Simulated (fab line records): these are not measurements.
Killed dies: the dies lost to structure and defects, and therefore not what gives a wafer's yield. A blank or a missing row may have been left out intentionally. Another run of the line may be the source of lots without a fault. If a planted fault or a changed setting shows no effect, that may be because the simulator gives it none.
fab line records	flow n5_finfet
record: lots: 7	wafers: 39
route steps=1938 shown ZERO_LAYER@16 GATE_CUT@510 BEOL_M1@754 BEOL_M2@841 BEOL_M6@1198 BEOL_M11@1575
start_h: hours from the record's opening day to when the first of the lot's shown wafers began	wait_h: hours from the lot's prior step to this one	" repeats the value in the row above	L1.1+2: a row that stands for several wafers	- no value, or no start given	* or withheld: withheld	< > ~ a bound
route shown NAME@n: a module of which the file shows steps, and the number in the route of the first	usual: the fault-free wafers' mean and standard deviation	same: alike in all rows	chamber/n: place in a boat	sites: each site's reading	_std_site: their standard deviation	_edge_site: mean of outer sites minus mean of inner sites	radius_mm: how far each site lies from the wafer's centre	mask NAME#n: copy n	behind: tool/chamber where the wafer was last shaped	hold: the reason the lot was held/the length of the hold in hours/how it ended	device: the n, p or np transistor that did not switch	end of line: at the end of the route, the tests of the same wafers	a step without rows: its recipe alone	killed: dies that structure and defects cost at the first sort, which is not the same as the wafer's yield	map: the dies of a wafer, with x for killed, . for not killed, _ for no die there
set.NAME: the setting that was run; set.NAME@STEP: the one run at that earlier step	model.NAME: the simulator's own value behind a step, which no gauge read
lots where settings were altered on purpose, with a table for each step and a row for each wafer
== steps ==
step: N5_ZERO_LAYER_ETCH_18
recipe: chemistry: HBr/Cl2	target: Si	target_depth_a: 1200	time_s: 40	pressure_mtorr: 10	icp_w: 800	bias_w: 75	HBr_flow_sccm: 150	Cl2_flow_sccm: 80
lot.wafer	tool	chamber	start_h	wait_h	set.target_depth_a	model.ZERO_LAYER.feature_depth_nm	model.etch.depth_nm	model.coat_of_ZERO_LAYER_COAT_05.thk_nm
L076.1	rie_si-05	0	24.91	0.0	533.6	52.27	52.27	954.7
L076.2	"	3	"	"	533.6	54.6	54.6	955
L076.3	"	1	"	"	533.6	54.15	54.15	952.7
L076.4	"	2	"	"	1200	120.5	120.5	931.6
L076.5	"	0	"	"	1200	117.9	117.9	930.5
L076.6	"	3	"	"	1200	121.5	121.5	930.5
L078.1	rie_si-05	0	36.79	0.0	1200	117.9	117.9	928.4
L078.2	"	3	"	"	774.8	79.08	79.08	944.8
L078.3	"	1	"	"	1200	122.4	122.4	929.2
L078.4	"	2	"	"	1200	120.5	120.5	925.3
L078.5	"	0	"	"	774.8	76.87	76.87	949
L078.6	"	3	"	"	774.8	79.02	79.02	945.2
L083.1	rie_si-03	1	67.17	0.0	1200	122.5	122.5	928.8
L083.2	"	2	"	"	1795	179.7	179.7	910.9
L083.3	"	3	"	"	1795	179.4	179.4	912.2
L083.4	"	0	"	"	1200	121	121	928.9
L083.5	"	3	"	"	1200	119.5	119.5	929.5
L083.6	"	0	"	"	1795	179.3	179.3	909.4
L087.1	rie_si-03	3	90.80	0.0	1200	120.1	120.1	933.6
L087.4	"	0	"	"	1200	118.7	118.7	930.7
L087.6	"	0	"	"	1200	120.1	120.1	932.4
L093.1	rie_si-01	2	126.84	0.0	1200	122.1	122.1	929.8
L093.2	"	3	"	"	1200	122.8	122.8	927.3
L093.3	"	0	"	"	1200	118.8	118.8	933
L093.4	"	1	"	"	1200	121.7	121.7	932.1
L093.5	"	2	"	"	1200	121.7	121.7	928.4
L093.6	"	3	"	"	1200	122.3	122.3	929.3
L095.1	rie_si-01	0	138.91	0.0	854.4	83.86	83.86	946
L095.2	"	2	"	"	854.4	86.51	86.51	945
L095.3	"	1	"	"	854.4	86.14	86.14	947.6
L095.4	"	2	"	"	1200	119.8	119.8	934.3
L095.5	"	0	"	"	1200	118.5	118.5	933.1
L095.6	"	1	"	"	1200	121.4	121.4	932.4
L097.1	rie_si-03	2	150.80	0.0	1200	119.2	119.2	931.2
L097.2	"	3	"	"	812.5	80.92	80.92	940.6
L097.3	"	1	"	"	812.5	81.4	81.4	940.6
L097.4	"	0	"	"	1200	119.8	119.8	928.1
L097.5	"	0	"	"	1200	118.4	118.4	930.5
L097.6	"	1	"	"	812.5	80.98	80.98	939.2
step: N5_ZERO_LAYER_STRIP_24
recipe: chemistry: O2	power_w: 1000	temp_c: 250	overash_fraction: 0.3	pressure_mtorr: 1000	o2_flow_sccm: 6750
usual: strip_time_to_endpoint_s: 43.87/0.082
lot.wafer	tool	chamber	start_h	wait_h	set.target_depth_a@ZERO_LAYER_ETCH_18	strip_time_to_endpoint_s
L076.1	plasma_asher-01	1	25.02	0.1	533.6	44.58
L076.2	"	0	"	"	533.6	44.58
L076.3	"	0	"	"	533.6	44.52
L076.4	"	1	"	"	1200	43.88
L076.5	"	1	"	"	1200	43.85
L076.6	"	0	"	"	1200	43.86
L078.1	plasma_asher-01	1	36.89	0.1	1200	43.79
L078.2	"	0	"	"	774.8	44.27
L078.3	"	1	"	"	1200	43.81
L078.4	"	0	"	"	1200	43.69
L078.5	"	1	"	"	774.8	44.43
L078.6	"	0	"	"	774.8	44.30
L083.1	plasma_asher-02	0	67.28	0.1	1200	43.81
L083.2	"	1	"	"	1795	43.25
L083.3	"	0	"	"	1795	43.30
L083.4	"	1	"	"	1200	43.81
L083.5	"	1	"	"	1200	43.82
L083.6	"	0	"	"	1795	43.22
L087.1	plasma_asher-02	0	90.91	0.1	1200	43.95
L087.4	"	1	"	"	1200	43.87
L087.6	"	1	"	"	1200	43.90
L093.1	plasma_asher-02	1	126.95	0.1	1200	43.84
L093.2	"	0	"	"	1200	43.75
L093.3	"	1	"	"	1200	43.92
L093.4	"	0	"	"	1200	43.90
L093.5	"	1	"	"	1200	43.78
L093.6	"	0	"	"	1200	43.82
L095.1	plasma_asher-01	1	139.02	0.1	854.4	44.32
L095.2	"	0	"	"	854.4	44.27
L095.3	"	1	"	"	854.4	44.36
L095.4	"	0	"	"	1200	43.96
L095.5	"	1	"	"	1200	43.93
L095.6	"	0	"	"	1200	43.89
L097.1	plasma_asher-01	0	150.90	0.1	1200	43.88
L097.2	"	1	"	"	812.5	44.15
L097.3	"	1	"	"	812.5	44.14
L097.4	"	0	"	"	1200	43.78
L097.5	"	1	"	"	1200	43.84
L097.6	"	0	"	"	812.5	44.12
step: N5_GATE_CUT_ALD_22
recipe: material: SiNx	target_thk_a: 160	temp_c: 400	ald_precursor_family: SiH2I2	ald_co_reactant: N2/H2-plasma	pulse_time_s: 1	ald_cycles: 320	purge_time_s: 2	co_reactant_purge_time_s: 2	pressure_torr: 2
lot.wafer	tool	chamber	start_h	wait_h	set.ald_cycles	model.SiNx_of_GATE_CUT_ALD_22.thk_nm
L076.1+2+4	ald_sin-02	0,2,1	99.16	0.0	320	16
L076.3+5+6	"	1,0,2	"	"	512	25.6
L078.1+2+6	ald_sin-02	0,1,1	108.81	0.0	375	18.8
L078.3+4+5	"	2,2,0	"	"	320	16
L083.1	ald_sin-03	2	139.81	0.0	408	20.6
L083.2+4	"	3,0	"	"	408	20.4
L083.3+5+6	"	1,0,1	"	"	320	16
L087.1+4+6	ald_sin-03	2,0,0	166.34	0.0	320	16
L093.1+3+5	ald_sin-04	2,0,1	203.27	0.1	156	7.8
L093.2+4	"	1,3	"	"	320	16
L093.6	"	2	"	"	320	15.8
L095.1	ald_sin-03	0	211.81	0.0	320	15.8
L095.2+3+4	"	3,1,2	"	"	220	11
L095.5+6	"	0,1	"	"	320	16
L097.1+2+5	ald_sin-04	1,2,1	223.83	0.5	145	7.2
L097.3+4+6	"	3,0,2	"	"	320	16
step: N5_GATE_CUT_CMP_23
recipe: stop_on: SiO2	t_overpolish_s: 23.4	post_cmp_clean: alkaline_brush	down_force_psi: 2.5	platen_rpm: 51.8	pad_velocity_m_s: 1.0307	target_thk_nm: 16
lot.wafer	tool	chamber	start_h	wait_h	set.ald_cycles@GATE_CUT_ALD_22	model.SiNx_of_GATE_CUT_ALD_22.thk_nm
L076.4+2+1	cmp-01	3,0,1	100.65	0.0	320	16
L076.3	"	2	"	"	512	17
L076.6	"	3	"	"	512	16
L076.5	"	0	"	"	512	16.6
L078.2	cmp-03	2	110.30	0.8	375	16.8
L078.3+4+5	"	3,0,3	"	"	320	16
L078.1	"	1	"	"	375	17.2
L078.6	"	2	"	"	375	17
L083.1	cmp-03	1	141.30	0.8	408	16.6
L083.4	"	2	"	"	408	18.6
L083.2	"	3	"	"	408	17.2
L083.3+6+5	"	0,1,2	"	"	320	16
L087.4+1+6	cmp-03	2,3,3	167.82	0.8	320	16
L093.4+2	cmp-04	0,3	204.76	0.8	320	16
L093.3+1+5	"	1,2,1	"	"	156	7.8
L093.6	"	0	"	"	320	15.8
L095.2+4+3	cmp-01	0,1,2	213.30	0.8	220	11
L095.1	"	3	"	"	320	15.8
L095.6+5	"	0,1	"	"	320	16
L097.4+3+6	cmp-04	2,0,3	225.32	0.8	320	16
L097.1+2+5	"	3,1,2	"	"	145	7.2
step: N5_BEOL_M1_HM_DEP_02
recipe: material: TiN	target_thk_a: 200	temp_c: 25	chamber_pressure_pa: 0.49996
lot.wafer	tool	chamber	start_h	wait_h	set.target_thk_a	model.TiN_of_BEOL_M1_HM_DEP_02.thk_nm
L076.1+6	pvd_sputter-01	-	131.77	1.5	200	19.6
L076.2	"	-	"	"	200	19.8
L076.3+4	"	-	"	"	84.17	8
L076.5	"	-	"	"	84.17	7.8
L078.1+5+6	pvd_sputter-03	-	149.29	0.3	94.86	9.6
L078.2+3+4	"	-	"	"	200	20
L083.1+2	pvd_sputter-03	-	170.54	0.0	200	20.2
L083.3+4+6	"	-	"	"	88.49	9
L083.5	"	-	"	"	200	20.4
L087.1+6	pvd_sputter-03	-	201.17	2.0	200	20
L087.4	"	-	"	"	200	20.4
L093.1	pvd_sputter-03	-	234.60	2.2	200	20.2
L093.2+3+4+5+6	"	-	"	"	200	20.4
L095.1+4	pvd_sputter-01	-	249.89	0.9	97.19	9.8
L095.2+3+5	"	-	"	"	200	20.2
L095.6	"	-	"	"	97.19	10
L097.1+5	pvd_sputter-02	-	260.23	0.3	200	19.6
L097.2+3+4+6	"	-	"	"	200	19.8
step: N5_BEOL_M1_COAT_61
recipe: resist: SOC	temp_c: 250	time_s: 60	spin_rpm: 1500	resist_thk_nm: 60
step: N5_BEOL_M1_COAT_62
recipe: resist: SiARC	temp_c: 220	time_s: 60	spin_rpm: 1500	resist_thk_nm: 12
step: N5_BEOL_M1_STRIP_75
recipe: chemistry: N2/H2	temp_c: 40	n2_flow_sccm: 200	h2_flow_sccm: 200	rf_frequency_hz: 6e+07
step: N5_BEOL_M1_STRIP_66
recipe: chemistry: CF4	resist: SiARC	power_w: 300	bias_power_w: 75	pressure_mtorr: 50	cf4_flow_sccm: 150	rf_frequency_hz: 6e+07
step: N5_BEOL_M1_HM_OPEN_17
recipe: chemistry: Cl2/BCl3	target_depth_a: 200	overetch_a: 60	target: TiN	mask_material: SOC	ion_energy_ev: 150	pressure_mtorr: 10	icp_w: 1000	bias_w: 126	Cl2_flow_sccm: 53.25	bcl3_flow_sccm: 21.75	Ar_flow_sccm: 25
lot.wafer	tool	chamber	start_h	wait_h	set.target_thk_a@BEOL_M1_HM_DEP_02	model.etch.depth_nm
L076.1	rie_metal-01	1	132.71	0.0	200	19.67
L076.2	"	0	"	"	200	19.79
L076.3	"	0	"	"	84.17	8.057
L076.4	"	1	"	"	84.17	7.938
L076.5	"	0	"	"	84.17	7.898
L076.6	"	1	"	"	200	19.61
L078.1	rie_metal-03	1	150.30	0.0	94.86	9.647
L078.2+3	"	0,1	"	"	200	19.97
L078.4	"	0	"	"	200	20.03
L078.5	"	0	"	"	94.86	9.663
L078.6	"	1	"	"	94.86	9.684
L083.1	rie_metal-01	1	171.42	0.0	200	20.21
L083.2	"	0	"	"	200	20.18
L083.3	"	0	"	"	88.49	9.054
L083.4	"	1	"	"	88.49	8.943
L083.5	"	0	"	"	200	20.37
L083.6	"	1	"	"	88.49	9.016
L087.1	rie_metal-02	1	201.93	0.0	200	19.97
L087.4	"	0	"	"	200	20.33
L087.6	"	0	"	"	200	20.07
L093.1	rie_metal-02	1	235.52	0.0	200	20.24
L093.2	"	0	"	"	200	20.32
L093.3	"	0	"	"	200	20.44
L093.4	"	1	"	"	200	20.43
L093.5	"	0	"	"	200	20.39
L093.6	"	1	"	"	200	20.4
L095.1	rie_metal-03	1	250.77	0.0	97.19	9.795
L095.2	"	1	"	"	200	20.26
L095.3	"	1	"	"	200	20.27
L095.4	"	1	"	"	97.19	9.846
L095.5	"	1	"	"	200	20.16
L095.6	"	1	"	"	97.19	10.05
L097.1	rie_metal-03	1	260.99	0.0	200	19.66
L097.2	"	0	"	"	200	19.79
L097.3	"	1	"	"	200	19.71
L097.4	"	0	"	"	200	19.75
L097.5	"	0	"	"	200	19.52
L097.6	"	1	"	"	200	19.82
step: N5_BEOL_M2_ILD_DEP_00
recipe: material: SiOC	target_thk_a: 790	temp_c: 350	precursor: DEMS/O2	pressure_torr: 5	rf_w: 500	time_s: 15.3
lot.wafer	tool	chamber	start_h	wait_h	set.time_s	model.SiOC_of_BEOL_M2_ILD_DEP_00.thk_nm
L076.1	pecvd-02	1	142.90	0.0	15.3	77.2
L076.2	"	2	"	"	22.2	112.4
L076.3	"	0	"	"	15.3	78
L076.4	"	2	"	"	22.2	114
L076.5	"	0	"	"	22.2	113.8
L076.6	"	1	"	"	15.3	78.8
L078.1	pecvd-03	0	156.72	0.0	21.32	107.4
L078.2	"	2	"	"	21.32	108.4
L078.3	"	1	"	"	15.3	77.8
L078.4	"	2	"	"	15.3	79.6
L078.5	"	0	"	"	21.32	109.6
L078.6	"	1	"	"	15.3	79.4
L083.1+4	pecvd-01	2,0	185.56	0.0	15.3	78.4
L083.2	"	0	"	"	15.3	77.6
L083.3	"	2	"	"	15.3	80
L083.5	"	0	"	"	15.3	79.6
L083.6	"	2	"	"	15.3	79
L087.1	pecvd-02	1	210.17	0.0	15.3	78.4
L087.4	"	1	"	"	15.3	79.8
L087.6	"	0	"	"	15.3	79.2
L093.1+2	pecvd-03	2,1	242.96	0.0	8.882	45.8
L093.3	"	0	"	"	15.3	79.2
L093.4	"	0	"	"	8.882	47.6
L093.5+6	"	2,1	"	"	15.3	79.6
L095.1	pecvd-02	0	257.62	0.0	22.14	111.2
L095.2	"	1	"	"	22.14	113.4
L095.3	"	0	"	"	15.3	79
L095.4	"	1	"	"	15.3	78.2
L095.5	"	0	"	"	22.14	114
L095.6	"	1	"	"	15.3	78.4
L097.1+2	pecvd-01	2,1	267.44	0.0	15.3	79.2
L097.3	"	0	"	"	15.3	78.4
L097.4	"	1	"	"	15.3	79.8
L097.5	"	0	"	"	15.3	79.4
L097.6	"	2	"	"	15.3	80.4
step: N5_BEOL_M2_THK_MEAS_01
recipe: reads: SiOC_of_BEOL_M2_ILD_DEP_00
usual: M2_ILD_THK: 79.0/0.93
lot.wafer	tool	chamber	start_h	wait_h	set.time_s@BEOL_M2_ILD_DEP_00	M2_ILD_THK[nm]
L076.1	film_metro-01	-	142.97	0.0	15.3	77.3
L076.2	"	-	"	"	22.2	112.4
L076.3	"	-	"	"	15.3	78.0
L076.4	"	-	"	"	22.2	114.2
L076.5	"	-	"	"	22.2	113.8
L076.6	"	-	"	"	15.3	78.8
L078.1	film_metro-02	-	156.79	0.0	21.32	107.4
L078.2	"	-	"	"	21.32	108.3
L078.3	"	-	"	"	15.3	77.8
L078.4	"	-	"	"	15.3	79.7
L078.5	"	-	"	"	21.32	109.5
L078.6	"	-	"	"	15.3	79.5
L083.1	film_metro-01	-	185.64	0.1	15.3	78.3
L083.2	"	-	"	"	15.3	77.5
L083.3	"	-	"	"	15.3	80.1
L083.4	"	-	"	"	15.3	78.3
L083.5	"	-	"	"	15.3	79.7
L083.6	"	-	"	"	15.3	78.9
L087.1	film_metro-01	-	210.26	0.1	15.3	78.4
L087.4	"	-	"	"	15.3	79.7
L087.6	"	-	"	"	15.3	79.3
L093.1	film_metro-01	-	243.04	0.1	8.882	45.8
L093.2	"	-	"	"	8.882	45.9
L093.3	"	-	"	"	15.3	79.2
L093.4	"	-	"	"	8.882	47.5
L093.5	"	-	"	"	15.3	79.6
L093.6	"	-	"	"	15.3	79.6
L095.1	film_metro-02	-	257.70	0.1	22.14	111.3
L095.2	"	-	"	"	22.14	113.4
L095.3	"	-	"	"	15.3	79.0
L095.4	"	-	"	"	15.3	78.1
L095.5	"	-	"	"	22.14	114.0
L095.6	"	-	"	"	15.3	78.5
L097.1	film_metro-02	-	267.50	0.0	15.3	79.3
L097.2	"	-	"	"	15.3	79.2
L097.3	"	-	"	"	15.3	78.4
L097.4	"	-	"	"	15.3	79.7
L097.5	"	-	"	"	15.3	79.4
L097.6	"	-	"	"	15.3	80.5
step: N5_BEOL_M6_HM_DEP_02
recipe: material: TiN	target_thk_a: 200	temp_c: 25	chamber_pressure_pa: 0.49996
lot.wafer	tool	chamber	start_h	wait_h	set.target_thk_a	model.TiN_of_BEOL_M6_HM_DEP_02.thk_nm
L076.1+2+3+4	pvd_sputter-03	-	196.21	1.0	200	19.8
L076.5+6	"	-	"	"	200	19.6
L078.1	pvd_sputter-02	-	204.30	1.1	299.5	29.6
L078.2	"	-	"	"	200	19.6
L078.3+6	"	-	"	"	200	19.8
L078.4+5	"	-	"	"	299.5	29.8
L083.1+3	pvd_sputter-03	-	231.30	0.8	200	19.8
L083.2+5	"	-	"	"	200	19.6
L083.4+6	"	-	"	"	200	20
L087.1	pvd_sputter-02	-	271.91	1.5	200	20
L087.4+6	"	-	"	"	200	19.8
L093.1+3+5	pvd_sputter-02	-	298.56	1.1	200	20
L093.2+4+6	"	-	"	"	200	20.2
L095.1	pvd_sputter-01	-	317.19	0.4	244.8	25
L095.2	"	-	"	"	200	20.4
L095.3+6	"	-	"	"	244.8	25.2
L095.4+5	"	-	"	"	200	20.2
L097.1+5	pvd_sputter-01	-	319.61	0.4	121.3	12.6
L097.2	"	-	"	"	200	20.2
L097.3	"	-	"	"	200	20.6
L097.4	"	-	"	"	121.3	12.4
L097.6	"	-	"	"	200	20.4
step: N5_BEOL_M6_COAT_59
recipe: resist: SOC	temp_c: 250	time_s: 60	spin_rpm: 1500	resist_thk_nm: 100
step: N5_BEOL_M6_COAT_60
recipe: resist: SiARC	temp_c: 220	time_s: 60	spin_rpm: 1500	resist_thk_nm: 35
step: N5_BEOL_M6_STRIP_68
recipe: chemistry: N2/H2	temp_c: 40	n2_flow_sccm: 200	h2_flow_sccm: 200	rf_frequency_hz: 6e+07
step: N5_BEOL_M6_STRIP_67
recipe: chemistry: CF4	resist: SiARC	power_w: 300	bias_power_w: 75	pressure_mtorr: 50	cf4_flow_sccm: 150	rf_frequency_hz: 6e+07
step: N5_BEOL_M6_HM_OPEN_17
recipe: chemistry: Cl2/BCl3	target_depth_a: 200	overetch_a: 60	target: TiN	mask_material: SOC	ion_energy_ev: 150	pressure_mtorr: 10	icp_w: 1000	bias_w: 126	Cl2_flow_sccm: 53.25	bcl3_flow_sccm: 21.75	Ar_flow_sccm: 25
lot.wafer	tool	chamber	start_h	wait_h	set.target_thk_a@BEOL_M6_HM_DEP_02	model.etch.depth_nm
L076.1	rie_metal-03	0	197.00	0.0	200	19.9
L076.2	"	1	"	"	200	19.72
L076.3	"	1	"	"	200	19.83
L076.4	"	0	"	"	200	19.8
L076.5	"	0	"	"	200	19.61
L076.6	"	1	"	"	200	19.62
L078.1	rie_metal-03	1	205.37	0.0	299.5	26.35
L078.2	"	0	"	"	200	19.53
L078.3	"	1	"	"	200	19.81
L078.4	"	0	"	"	299.5	25.5
L078.5	"	1	"	"	299.5	26.55
L078.6	"	0	"	"	200	19.71
L083.1	rie_metal-03	1	232.04	0.0	200	19.73
L083.2	"	1	"	"	200	19.68
L083.3	"	1	"	"	200	19.85
L083.4	"	1	"	"	200	19.92
L083.5	"	1	"	"	200	19.63
L083.6	"	1	"	"	200	19.93
L087.1	rie_metal-01	1	272.77	0.0	200	19.99
L087.4	"	1	"	"	200	19.76
L087.6	"	1	"	"	200	19.79
L093.1	rie_metal-03	1	299.30	0.0	200	20.02
L093.2	"	0	"	"	200	20.17
L093.3	"	1	"	"	200	19.94
L093.4+6	"	0	"	"	200	20.13
L093.5	"	1	"	"	200	20.01
L095.1	rie_metal-01	1	317.95	0.0	244.8	24.92
L095.2	"	0	"	"	200	20.49
L095.3	"	1	"	"	244.8	25.18
L095.4+5	"	0,1	"	"	200	20.25
L095.6	"	0	"	"	244.8	25.13
L097.1	rie_metal-01	1	320.52	0.0	121.3	12.67
L097.2	"	0	"	"	200	20.18
L097.3	"	0	"	"	200	20.5
L097.4	"	1	"	"	121.3	12.34
L097.5	"	1	"	"	121.3	12.61
L097.6	"	0	"	"	200	20.31
step: N5_BEOL_M11_VIA_ETCH_34
recipe: chemistry: C4F6/O2	target: SiCOH_lowk	target_depth_a: 1845	mask_material: SOC	taper_deg: 4	time_s: 69.2	ion_energy_ev: 250	pressure_mtorr: 30	source_w: 345	bias_w: 185	Ar_flow_sccm: 300	C4F6_flow_sccm: 10	O2_flow_sccm: 10
lot.wafer	tool	chamber	start_h	wait_h	set.target_depth_a	model.etch.depth_nm	model.SOC_of_BEOL_M11_COAT_63.thk_nm
L076.1	rie_diel-01	2	240.78	0.0	1845	180	92
L076.2	"	3	"	"	1845	184.5	91.8
L076.3	"	1	"	"	1845	181.7	91.6
L076.4	"	0	"	"	1160	115.8	94.8
L076.5	"	0	"	"	1160	116.2	94.8
L076.6	"	3	"	"	1160	114.4	94.6
L078.1	rie_diel-04	2	248.91	0.0	1845	187.2	91.8
L078.2	"	0	"	"	2531	255.7	88.2
L078.3	"	1	"	"	2531	249.6	89
L078.4	"	3	"	"	1845	183.4	91.8
L078.5	"	3	"	"	2531	251.2	88.6
L078.6	"	0	"	"	1845	183.9	91.8
L083.1	rie_diel-04	2	275.90	0.0	1845	186.3	92.2
L083.2	"	1	"	"	1845	183.4	92.2
L083.3	"	0	"	"	1845	186.3	91.6
L083.4	"	3	"	"	1845	185.8	92
L083.5	"	1	"	"	1845	181	92.2
L083.6	"	0	"	"	1845	185.2	91.6
L087.1	rie_diel-01	3	322.41	0.0	1845	182.1	92
L087.4	"	1	"	"	1845	180.3	91.8
L087.6	"	3	"	"	1845	181.7	92.2
L093.1	rie_diel-04	2	346.23	0.0	1845	188.3	91.8
L093.2	"	1	"	"	1108	110.8	95.2
L093.3	"	0	"	"	1845	186.1	92
L093.4	"	3	"	"	1845	185.4	92
L093.5	"	0	"	"	1108	112.4	95.4
L093.6	"	1	"	"	1108	110.9	95.2
L095.1	rie_diel-04	2	362.79	0.0	2521	251.9	88.8
L095.2	"	3	"	"	2521	250.9	88.8
L095.3	"	0	"	"	1845	183.4	91.6
L095.4	"	1	"	"	2521	247.9	88.8
L095.5	"	3	"	"	1845	184.4	91.6
L095.6	"	2	"	"	1845	185.1	91.6
L097.1	rie_diel-01	1	371.01	0.0	2287	223.5	91
L097.2	"	3	"	"	2287	232	90.8
L097.3	"	0	"	"	1845	187.3	92.6
L097.4	"	2	"	"	1845	187.2	92.2
L097.5	"	1	"	"	2287	224.2	90.8
L097.6	"	0	"	"	1845	184.2	92.8
== key ==
split: step: N5_ZERO_LAYER_ETCH_18	setting: target_depth_a	stated: 1200	by: wafer
response: step: N5_ZERO_LAYER_ETCH_18	reading: model.ZERO_LAYER.feature_depth_nm	change: +1.19	per: 1%	r: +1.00
response: step: N5_ZERO_LAYER_ETCH_18	reading: model.etch.depth_nm	change: +1.19	per: 1%	r: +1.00
response: step: N5_ZERO_LAYER_ETCH_18	reading: model.coat_of_ZERO_LAYER_COAT_05.thk_nm	change: -0.41	per: 1%	r: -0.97
response: step: N5_ZERO_LAYER_STRIP_24	reading: strip_time_to_endpoint_s	change: *	per: 1%	r: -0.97
split: step: N5_GATE_CUT_ALD_22	setting: ald_cycles	stated: 320	by: wafer
response: step: N5_GATE_CUT_ALD_22	reading: model.SiNx_of_GATE_CUT_ALD_22.thk_nm	change: +0.16	per: 1%	r: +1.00
response: step: N5_GATE_CUT_CMP_23	reading: model.SiNx_of_GATE_CUT_ALD_22.thk_nm	shape: bent	at_lowest: 7.2	at_stated: 15.98	at_highest: 16.53
split: step: N5_BEOL_M1_HM_DEP_02	setting: target_thk_a	stated: 200	by: wafer
response: step: N5_BEOL_M1_HM_DEP_02	reading: model.TiN_of_BEOL_M1_HM_DEP_02.thk_nm	change: +0.201	per: 1%	r: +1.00
response: step: N5_BEOL_M1_HM_OPEN_17	reading: model.etch.depth_nm	change: +0.201	per: 1%	r: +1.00
split: step: N5_BEOL_M2_ILD_DEP_00	setting: time_s	stated: 15.3	by: wafer
response: step: N5_BEOL_M2_ILD_DEP_00	reading: model.SiOC_of_BEOL_M2_ILD_DEP_00.thk_nm	change: +0.774	per: 1%	r: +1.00
response: step: N5_BEOL_M2_THK_MEAS_01	reading: M2_ILD_THK	change: +0.773	per: 1%	r: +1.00
split: step: N5_BEOL_M6_HM_DEP_02	setting: target_thk_a	stated: 200	by: wafer
response: step: N5_BEOL_M6_HM_DEP_02	reading: model.TiN_of_BEOL_M6_HM_DEP_02.thk_nm	change: +0.202	per: 1%	r: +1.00
response: step: N5_BEOL_M6_HM_OPEN_17	reading: model.etch.depth_nm	change: +0.162	per: 1%	r: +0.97
split: step: N5_BEOL_M11_VIA_ETCH_34	setting: target_depth_a	stated: 1845	by: wafer
response: step: N5_BEOL_M11_VIA_ETCH_34	reading: model.etch.depth_nm	change: +1.81	per: 1%	r: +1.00
response: step: N5_BEOL_M11_VIA_ETCH_34	reading: model.SOC_of_BEOL_M11_COAT_63.thk_nm	change: -0.0803	per: 1%	r: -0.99
